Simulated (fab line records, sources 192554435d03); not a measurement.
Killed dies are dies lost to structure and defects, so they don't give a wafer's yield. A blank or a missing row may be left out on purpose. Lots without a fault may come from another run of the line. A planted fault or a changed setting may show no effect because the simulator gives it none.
Chamber matching | flow n5_finfet | N5_BEOL_M8_CMP_52 on cmp-02: 4 sister chambers
The step polishes, stops on SiCOH lowk, t overpolish 6.9 s, target thk 80 nm. 4 wafers are shown with their chamber, then 8 later ones without.

WAFERS WITH THEIR CHAMBER
wafer  | chamber | motor_current_A (A)
L081.6 | 2       | 6.5
L082.3 | 3       | 7.7
L082.6 | 0       | 7.1
L094.1 | 1       | 6.2

WAFERS WITHOUT THEIR CHAMBER
wafer  | motor_current_A (A)
L094.2 | 6.4
L094.6 | 6.2
L097.1 | 6.3
L097.2 | 6.5
L097.5 | 6.2
L096.2 | 7.0
L096.4 | 7.5
L096.5 | 6.2

WHICH CHAMBER EACH WENT THROUGH
wafer  | from the rows above     | in truth
L094.2 | can't be placed: 2 or 1 | 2
L094.6 | 1                       | 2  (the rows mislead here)
L097.1 | can't be placed: 1 or 2 | 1
L097.2 | 2                       | 2
L097.5 | 1                       | 1
L096.2 | 0                       | 0
L096.4 | 3                       | 3
L096.5 | 1                       | 1
Placed correctly: 5 of 8. Can't be placed from these rows: 2 (the true chamber is among the candidates in 2). Placed wrongly: 1.
How it was worked out, from the rows above alone: a wafer's distance from a chamber is the root of the sum, over the readings, of the square of ((its reading less the chamber's mean) divided by the reading's scatter). The wafer belongs to the nearest chamber; if the next one is less than 2 further off, it can't be placed. A chamber's mean is the mean of its shown wafers. The scatter: with one shown wafer a chamber, the root of the mean of the squares of how far each hidden wafer lies from its nearest shown one.
